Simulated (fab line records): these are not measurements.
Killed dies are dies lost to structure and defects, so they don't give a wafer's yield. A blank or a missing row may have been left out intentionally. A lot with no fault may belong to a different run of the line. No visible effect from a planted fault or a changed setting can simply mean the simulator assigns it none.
Matching of chambers	flow n5_finfet	rie_diel-06 running N5_BEOL_M7_DESCUM_33: 4 sister chambers
The step chemistry O2, time 7 s. 4 wafers are shown with their chamber, then 9 later ones without.

## WAFERS, EACH WITH ITS CHAMBER
wafer	chamber	drypump_motor_current_A (A)
L083.6	2	5.7
L085.1	3	6.8
L085.2	1	5.3
L085.4	0	5.5

## WAFERS WHOSE CHAMBER IS MISSING
wafer	drypump_motor_current_A (A)
L089.1	5.7
L089.4	5.3
L089.6	5.7
L092.1	5.3
L092.3	5.7
L092.6	5.4
L095.2	5.3
L095.3	6.8
L095.6	5.7

## THE CHAMBER EACH PASSED THROUGH
wafer	from the rows above	in truth
L089.1	2	2
L089.4	1	1
L089.6	2	2
L092.1	1	1
L092.3	2	2
L092.6	can't be placed: 0 or 1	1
L095.2	1	1
L095.3	3	3
L095.6	2	2
Correct placement for 8 of the 9. Not placeable from these rows: 1 (in 1, the candidates include the true chamber). Placed wrongly: 0.
How it was worked out, from the rows above alone: a wafer's distance from a chamber is the root of the sum, over the readings, of the square of ((its reading less the chamber's mean) divided by the reading's scatter). The wafer belongs to the nearest chamber; if the next one is less than 2 further off, it can't be placed. For every chamber, the mean is computed from those of its wafers that are shown. The scatter: with one shown wafer a chamber, the root of the mean of the squares of how far each hidden wafer lies from its nearest shown one.
